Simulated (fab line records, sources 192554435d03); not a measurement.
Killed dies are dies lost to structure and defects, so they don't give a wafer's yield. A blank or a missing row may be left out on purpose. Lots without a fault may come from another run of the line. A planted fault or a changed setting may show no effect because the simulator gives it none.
fab line records | flow n5_finfet
record lots=10 wafers=27 last_day=17
route steps=1938 shown BEOL_M4@1111 BEOL_M6@1215 PASSIVATION@1936
lots that met no fault: from a run of the same line without faults
start_h: hours from the record's first day to the start of the lot's first wafer shown | wait_h: hours since the lot's step before | " the same as in the row above | L1.1+2: a row that stands for several wafers | - no value, or no start given | * or withheld: withheld | < > ~ a bound
route shown NAME@n: a module of which the file shows steps, and the number in the route of the first | usual: mean/standard deviation of fault-free wafers | same: alike in all rows | chamber/n: place in a boat | sites: the reading at each site | _std_site: their standard deviation | _edge_site: outer sites' mean less inner sites' | radius_mm: how far each site lies from the wafer's centre | mask NAME#n: copy n | behind: the tool/chamber that last shaped the wafer | hold: why the lot was held/for how many hours/how that ended | device: the transistor (n, p or np) that didn't switch | end of line: the same wafers' tests at the end of the route | a step without rows: its recipe alone | killed: dies lost to structure and defects at the first sort, not the wafer's yield | map: a wafer's dies, x killed, . not, _ none there
set.NAME: the setting as run; set.NAME@STEP: as run at that earlier step | model.NAME: the simulator's own value behind a step, which no gauge read
steps of the route over a sample of lots; a table a step, a row a wafer
services: from which hour (start_h, from the record's first day; less than 0 if before it) a tool's chamber was out of use, for how many hours, and why
## steps
# step N5_BEOL_M4_RC_MEAS_101
# usual DIBL_N=36.0/2.2 DIBL_P=35.9/2.6 IOFF_N=0.16/0.038 IOFF_P=0.21/0.042 ION_N=675/15 ION_P=463/10 SS_N=71.5/0.62 SS_P=73.2/0.76 VT_N=250/4.1 VT_P=-251/3.6
# columns lot.wafer tool chamber start_h wait_h DIBL_N[mV/V] DIBL_P[mV/V] IOFF_N[nA/um] IOFF_P[nA/um] ION_N[uA/um] ION_P[uA/um] SS_N[mV/dec] SS_P[mV/dec] VT_N[mV] VT_P[mV]
L702.2 prober-01 0 164.69 0.2 35.0 34.6 0.13 0.20 672 464 71.2 72.7 250 -250
L702.3 " 0 " " 32.8 32.3 0.11 0.17 658 457 70.6 72.4 256 -251
L702.4 " 0 " " 33.8 32.1 0.12 0.16 665 461 71.6 72.1 254 -251
L703.1 prober-01 0 168.74 0.0 37.3 37.3 0.17 0.21 674 461 71.5 73.2 251 -254
L703.5 " 0 " " 35.4 35.0 0.14 0.19 667 454 71.6 72.4 251 -253
L711.1 prober-02 0 215.85 0.0 37.8 37.3 0.16 0.19 675 459 71.2 73.3 252 -254
L711.3 " 0 " " 35.3 34.2 0.12 0.16 644 445 70.9 73.4 259 -256
L711.5 " 0 " " 35.8 33.6 0.13 0.15 653 446 71.9 72.5 256 -259
L710.1 prober-01 0 219.77 0.0 35.3 34.6 0.13 0.17 673 464 70.8 72.6 251 -255
L710.3 " 0 " " 37.6 36.8 0.16 0.20 662 450 71.5 74.0 252 -254
L710.5 " 0 " " 39.0 39.5 0.21 0.24 684 464 72.3 74.1 246 -252
L714.2 prober-01 0 247.44 0.2 35.2 36.6 0.15 0.20 673 460 71.2 72.6 249 -249
L714.6 " 0 " " 35.5 36.6 0.15 0.20 666 456 71.6 73.4 246 -254
L715.2 prober-02 0 253.82 0.2 37.5 36.4 0.17 0.21 690 475 71.8 73.3 250 -251
L715.4 " 0 " " 32.8 31.4 0.11 0.15 670 458 70.7 72.1 253 -254
L723.1 prober-02 0 290.17 0.0 35.9 36.9 0.17 0.28 684 476 71.5 74.2 249 -243
L723.4 " 0 " " 32.9 32.5 0.12 0.19 663 462 70.3 72.6 255 -249
L723.5 " 0 " " 33.8 31.9 0.12 0.18 656 454 70.8 72.2 252 -251
L722.1 prober-02 0 293.57 0.0 38.0 39.0 0.20 0.25 685 465 72.1 74.5 248 -251
L722.2 " 0 " " 34.9 35.5 0.15 0.19 689 469 71.6 73.0 250 -250
L722.4 " 0 " " 34.1 34.3 0.13 0.18 664 458 71.3 73.1 253 -254
L724.1 prober-01 0 306.25 0.0 37.4 40.0 0.21 0.26 678 458 71.8 74.5 242 -250
L724.2 " 0 " " 33.0 33.5 0.14 0.17 679 467 71.5 72.5 249 -254
L724.3 " 0 " " 37.6 40.5 0.22 0.25 692 470 72.9 74.6 244 -249
L725.1 prober-02 0 306.35 0.0 36.0 37.0 0.18 0.25 684 464 71.0 73.4 245 -248
L725.2 " 0 " " 35.7 36.7 0.18 0.25 693 475 71.2 73.6 244 -245
L725.6 " 0 " " 35.6 37.8 0.19 0.28 700 491 71.5 74.2 245 -245
# step N5_BEOL_M6_HM_OPEN_17
# recipe chemistry=Cl2/BCl3 target_depth_a=200 overetch_a=60 target=TiN mask_material=SOC ion_energy_ev=150 pressure_mtorr=10 icp_w=1000 bias_w=126 Cl2_flow_sccm=53.25 bcl3_flow_sccm=21.75 Ar_flow_sccm=25
# usual drypump_motor_current_A=5.6/0.31 oes_product_au=0.72/0.045 throttle_valve_pct=22.25/0.17
# columns lot.wafer tool chamber start_h wait_h drypump_motor_current_A oes_product_au rf_hours_counter_h throttle_valve_pct
L702.2 rie_metal-02 1 179.78 0.0 5.6 0.66 40 22.08
L702.3 " 0 " " 5.4 0.76 - 22.22
L702.4 " 1 " " 5.6 0.66 - 22.08
L703.1 rie_metal-03 1 188.32 0.0 5.5 0.75 13 22.50
L703.5 " 1 " " 5.6 0.75 - 22.52
L711.1 rie_metal-02 1 233.21 0.0 5.6 0.65 45 22.12
L711.3 " 1 " " 5.6 0.65 - 22.12
L711.5 " 0 " " 5.4 0.74 - 22.21
L710.1 rie_metal-02 1 235.82 0.0 5.6 0.65 45 22.14
L710.3 " 0 " " 5.4 0.72 - 22.23
L710.5 " 0 " " 5.4 0.72 - 22.25
L714.2 rie_metal-02 0 260.62 0.0 5.4 0.66 16 22.32
L714.6 " 0 " " 5.4 0.71 - 22.23
L715.2 rie_metal-02 1 271.41 0.1 5.6 0.61 50 22.19
L715.4 " 1 " " 5.6 0.63 - 22.15
L723.1 rie_metal-03 1 303.80 0.0 5.5 0.71 23 22.53
L723.4 " 1 " " 5.5 0.71 - 22.53
L723.5 " 1 " " 5.6 0.71 - 22.55
L722.1 rie_metal-01 0 307.63 0.0 6.2 0.70 24 22.06
L722.2 " 1 " " 5.6 0.72 17 22.43
L722.4 " 1 " " 5.6 0.73 - 22.44
L725.1 rie_metal-01 1 321.27 0.2 5.5 0.72 19 22.46
L725.2 " 0 " " 6.3 0.70 26 22.07
L725.6 " 0 " " 6.2 0.69 - 22.08
L724.1 rie_metal-01 0 322.13 0.0 6.3 0.71 26 22.07
L724.2 " 1 " " 5.6 0.71 19 22.43
L724.3 " 1 " " 5.6 0.72 - 22.45
# step N5_BEOL_M6_INSPECT_30
# recipe mode=adi inspect_instrument=brightfield
# usual raw_defect_count=392/100
# columns lot.wafer tool chamber start_h wait_h raw_defect_count
L702.2 defect_inspect-01 - 181.71 0.0 302
L702.3 " - " " 414
L702.4 " - " " 359
L703.1 defect_inspect-01 - 189.37 0.1 294
L703.5 " - " " 307
L711.1 defect_inspect-01 - 234.24 0.1 295
L711.3 " - " " 333
L711.5 " - " " 484
L710.1 defect_inspect-02 - 236.45 0.1 440
L710.3 " - " " 338
L710.5 " - " " 368
L714.2 defect_inspect-01 - 261.47 0.0 272
L714.6 " - " " 312
L715.2 defect_inspect-01 - 274.60 0.0 358
L715.4 " - " " 458
L723.1 defect_inspect-02 - 304.68 0.1 377
L723.4 " - " " 301
L723.5 " - " " 293
L722.1 defect_inspect-01 - 308.45 0.1 384
L722.2 " - " " 436
L722.4 " - " " 279
L725.1 defect_inspect-02 - 322.92 0.1 363
L725.2 " - " " 253
L725.6 " - " " 233
L724.1 defect_inspect-02 - 323.01 0.1 885
L724.2 " - " " 518
L724.3 " - " " 584
# step N5_BEOL_M6_ETCH_72
# recipe chemistry=N2/H2 target=underlayer target_depth_a=65 mask_material=CAR-EUV time_s=5.2 ion_energy_ev=200 pressure_mtorr=30 source_w=840 bias_w=150 n2_flow_sccm=200 h2_flow_sccm=200 ends=cleared
# usual drypump_motor_current_A=5.7/0.31 etch_rf_on_time_s=5.19/0.21 oes_product_au=0.68/0.07 rf_vpp_V=524.2/2.5 showerhead_plenum_p_Torr=2.56/0.077 throttle_valve_pct=17.88/0.26
# columns lot.wafer tool chamber start_h wait_h drypump_motor_current_A etch_rf_on_time_s oes_product_au rf_hours_counter_h rf_vpp_V showerhead_plenum_p_Torr throttle_valve_pct
L702.2 rie_diel-01 2 181.77 0.0 5.9 5.45 0.56 243 519.2 2.41 18.35
L702.3 " 3 " " 5.5 5.30 0.72 64 525.0 2.58 17.96
L702.4 " 0 " " 5.1 5.07 0.75 35 524.5 2.63 17.94
L703.1 rie_diel-01 3 189.74 0.0 5.5 5.26 0.71 69 526.1 2.57 17.97
L703.5 " 1 " " 5.6 5.33 0.62 - 527.2 2.64 18.40
L711.1 rie_diel-01 3 234.31 0.0 5.6 5.32 0.68 87 526.8 2.57 18.00
L711.3 " 2 " " 5.9 5.35 0.79 8 529.2 2.72 17.97
L711.5 " 0 " " 5.1 4.95 0.73 - 526.7 2.62 17.95
L710.1 rie_diel-06 0 236.53 0.0 5.6 5.42 0.67 72 523.3 2.50 17.75
L710.3 " 2 " " 5.7 4.81 0.70 109 520.3 2.54 17.91
L710.5 " 1 " " 5.9 4.76 0.87 - 526.9 2.60 17.60
L714.2 rie_diel-06 1 261.54 0.0 5.9 4.77 0.85 9 525.9 2.59 17.61
L714.6 " 1 " " 5.9 4.80 0.83 - 525.9 2.59 17.61
L715.2 rie_diel-06 3 274.68 0.0 6.1 5.29 0.66 135 527.4 2.55 17.69
L715.4 " 2 " " 5.7 4.87 0.69 121 525.5 2.53 17.95
L723.1 rie_diel-06 2 304.85 0.0 5.7 4.89 0.68 132 524.3 2.53 17.94
L723.4 " 1 " " 6.0 4.89 0.80 25 526.1 2.59 17.63
L723.5 " 0 " " 5.6 5.44 0.65 - 520.8 2.49 17.82
L722.1 rie_diel-04 3 308.65 0.0 6.2 5.19 0.65 126 521.8 2.43 17.63
L722.2 " 0 " " 6.2 4.98 0.70 85 523.7 2.58 17.76
L722.4 " 2 " " 5.4 4.90 0.59 - 526.5 2.62 17.74
L725.1 rie_diel-04 0 323.62 0.0 6.2 5.10 0.69 90 524.6 2.58 17.76
L725.2 " 1 " " 5.4 5.32 0.79 2 524.9 2.49 17.30
L725.6 " 3 " " 6.1 5.35 0.63 - 521.3 2.43 17.66
L724.1 rie_diel-06 3 323.81 0.0 6.1 5.29 0.65 151 522.5 2.54 17.72
L724.2 " 1 " " 5.9 4.94 0.78 32 523.5 2.58 17.62
L724.3 " 0 " " 5.6 5.53 0.64 102 522.2 2.49 17.80
# step N5_BEOL_M6_OCD_MEAS_38
# usual trench_depth_nm=94.5/2.4
# columns lot.wafer tool chamber start_h wait_h trench_depth_nm
L702.2 ocd-02 - 182.17 - 91.3
L702.3 " - " " 94.3
L702.4 " - " " 97.9
L703.1 ocd-02 - 190.14 - 95.1
L703.5 " - " " 94.1
L711.1 ocd-02 - 234.70 - 93.2
L711.3 " - " " 92.5
L711.5 " - " " 96.5
L710.1 ocd-02 - 236.93 - 92.0
L710.3 " - " " 98.6
L710.5 " - " " 100.1
L714.2 ocd-01 - 261.93 - 50.5
L714.6 " - " " 98.5
L715.2 ocd-02 - 275.08 - 67.6
L715.4 " - " " 97.0
L723.1 ocd-01 - 305.24 - 96.3
L723.4 " - " " 99.5
L723.5 " - " " 91.6
L722.1 ocd-01 - 309.05 - 92.8
L722.2 " - " " 96.8
L722.4 " - " " 96.8
L725.1 ocd-01 - 324.01 - 95.3
L725.2 " - " " 93.9
L725.6 " - " " 91.5
L724.1 ocd-01 - 324.20 - 93.4
L724.2 " - " " 99.5
L724.3 " - " " 91.8
# step N5_BEOL_M6_ALD_77
# recipe material=TaN target_thk_a=20 temp_c=275 ald_precursor_family=PDMAT ald_co_reactant=NH3 pressure_torr=3 carrier_flow_sccm=1500 pulse_time_s=2 purge_time_s=3 co_reactant_purge_time_s=2 co_reactant_pulse_time_s=3 ald_cycles=40 precursor_vessel_temp_c=75 precursor_vessel_pressure_torr=26.25 precursor_vessel_carrier_sccm=1000
# usual heater_power_outer_w=222/21 heater_power_w=409/46
# columns lot.wafer tool chamber start_h wait_h heater_power_outer_w heater_power_w
L702.2 ald_metal-04 3 182.99 0.0 212 383
L702.3 " 1 " " 246 466
L702.4 " 2 " " 225 430
L703.1 ald_metal-02 3 190.83 0.0 178 320
L703.5 " 3 " " 193 319
L711.1 ald_metal-02 2 235.55 0.0 243 439
L711.3 " 3 " " 185 332
L711.5 " 0 " " 209 383
L710.1 ald_metal-03 1 238.86 0.1 266 449
L710.3 " 3 " " 244 467
L710.5 " 0 " " 214 399
L714.2 ald_metal-02 2 263.08 0.1 238 421
L714.6 " 3 " " 186 323
L715.2 ald_metal-03 3 276.10 0.1 247 477
L715.4 " 1 " " 256 439
L723.1 ald_metal-02 3 306.04 0.2 184 321
L723.4 " 2 " " 231 443
L723.5 " 0 " " 207 380
L722.1 ald_metal-02 3 309.86 0.0 185 319
L722.2 " 0 " " 204 381
L722.4 " 2 " " 233 432
L725.1 ald_metal-02 3 324.64 0.0 188 335
L725.2 " 2 " " 234 437
L725.6 " 3 " " 184 318
L724.1 ald_metal-04 0 325.23 0.1 240 472
L724.2 " 3 " " 217 381
L724.3 " 1 " " 248 448
# step N5_PASSIVATION_PROBE_49
# usual defect_limited_yield=91.4/1.6 killed_at_M0_to_M3=35/10 killed_at_M4_up=12/4.7 killed_at_contacts=12/5.8 killed_at_front_end=38/12 killed_at_other=4/3.2 killed_dies=102/18 killed_open=68/14 killed_short=32/8 sort_bin_5_function=5.1/0.96 sort_bin_6_memory=3.2/0.77 sort_bin_8_speed=0.1/0.39 sort_n_pass=1078/20 sort_yield_pct=91.3/1.7
# same gross_dies=1180 killed_at_back_side=0 sort_bin_4_leakage[%]=0
# columns lot.wafer tool chamber start_h wait_h defect_limited_yield[%] killed_at_M0_to_M3 killed_at_M4_up killed_at_contacts killed_at_front_end killed_at_other killed_dies killed_open killed_short sort_bin_5_function[%] sort_bin_6_memory[%] sort_bin_8_speed[%] sort_n_pass sort_yield_pct[%]
L714.2 prober-02 - 358.40 0.1 45.2 56 555 9 21 6 647 70 34 50.8 3.4 0 533 45.2
L714.6 prober-02 - 358.60 0.3 89.8 34 15 14 52 5 120 76 44 6.3 3.7 0 1060 89.8
L715.2 prober-01 - 359.80 0.5 60.1 41 382 6 40 2 471 73 33 36.9 2.8 0 709 60.1
L715.4 prober-01 - 359.90 0.6 92.7 27 9 15 30 5 86 53 32 5.3 1.9 0 1094 92.7
# killed by level:class
L714.2 BEOL_M6:area_open=540 BEOL_M2:geometric_particle:open=16 MOL_CONTACT_COAG:geometric_particle:open=8 BEOL_M3:geometric_particle:short=8 BEOL_M0_SAQP:geometric_particle:open=7 BEOL_M3:geometric_particle:open=7 BEOL_M4:geometric_particle:open=7 STI_FIN_REVEAL:geometric_particle:open=6
L714.6 FIN_SAQP:geometric_particle:open=20 MOL_CONTACT_COAG:geometric_particle:open=13 FIN_SAQP:geometric_particle:short=11 BEOL_M0_SAQP:geometric_particle:short=9 BEOL_M2:geometric_particle:open=7 BEOL_M4:geometric_particle:open=6 BEOL_M0_SAQP:geometric_particle:open=5 BEOL_M3:geometric_particle:short=5
L715.2 BEOL_M6:area_open=365 FIN_SAQP:geometric_particle:open=15 BEOL_M0_SAQP:geometric_particle:short=15 BEOL_M4:geometric_particle:open=12 BEOL_M0_SAQP:geometric_particle:open=10 STARTING-WAFER:geometric_particle:open=6 BEOL_M1:geometric_particle:open=6 FIN_SAQP:geometric_particle:short=5
L715.4 STI_FIN_REVEAL:geometric_particle:open=12 BEOL_M0_SAQP:geometric_particle:short=12 MOL_CONTACT_COAG:geometric_particle:open=11 BEOL_M0_SAQP:geometric_particle:open=8 GATE_CUT:geometric_particle:short=4 MOL_CONTACT_COAG:geometric_particle:short=4 PASS1_CAP:geometric_particle:open=4 GATE_CUT:geometric_particle:open=3
## services
# columns tool chamber start_h hours kind
rie_diel-01 1 173.91 5.0 repair
rie_metal-02 1 182.90 7.5 repair
rie_diel-06 1 187.11 16.2 repair
ald_metal-02 1 187.77 24.8 repair
rie_diel-01 2 201.16 - clean
rie_diel-01 2 201.16 - consumable_replace:focus_ring
rie_diel-01 2 201.16 - consumable_replace:showerhead
rie_diel-04 1 204.77 9.1 repair
rie_metal-02 0 216.12 14.3 repair
ald_metal-02 - 230.37 2.8 pm
rie_diel-06 3 242.09 1.5 repair
rie_diel-06 0 242.48 1.3 repair
rie_metal-02 1 247.14 1.0 repair
ald_metal-04 - 249.82 6.0 pm
rie_metal-01 1 257.34 21.6 repair
ald_metal-02 0 265.38 2.8 repair
rie_metal-03 1 268.52 2.2 repair
rie_metal-01 0 268.57 3.3 repair
ald_metal-03 - 268.61 2.8 pm
rie_diel-04 0 276.72 15.8 repair
rie_metal-02 0 277.96 4.4 repair
rie_diel-04 3 290.02 5.1 repair
rie_diel-04 2 293.54 9.1 repair
ald_metal-04 2 305.68 30.8 repair
## key
first_sign step=N5_BEOL_M6_OCD_MEAS_38 reading=trench_depth_nm direction=down sigmas=15 usual=94.5 struck=59.1
effect step=N5_PASSIVATION_PROBE_49 reading=killed_at_M4_up direction=up sigmas=97 usual=12 struck=468
more_kills_born_at N5_BEOL_M6_HM_OPEN_17@rie_metal-02=905
met_at N5_BEOL_M6_HM_OPEN_17
struck_lots L714,L715
struck_wafers L714.2,L715.2
not_acting_at N5_BEOL_M6_INSPECT_30,N5_BEOL_M6_ETCH_72,N5_BEOL_M6_ALD_77
onset_between 235.82 260.62
fault kind=process_parameter_drift tool=rie_metal-02 chamber=- onset_h=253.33 steps=N5_BEOL_M6_HM_OPEN_17 channel=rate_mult offset=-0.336 shape=step end_h=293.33 scope=struck_wafers_only
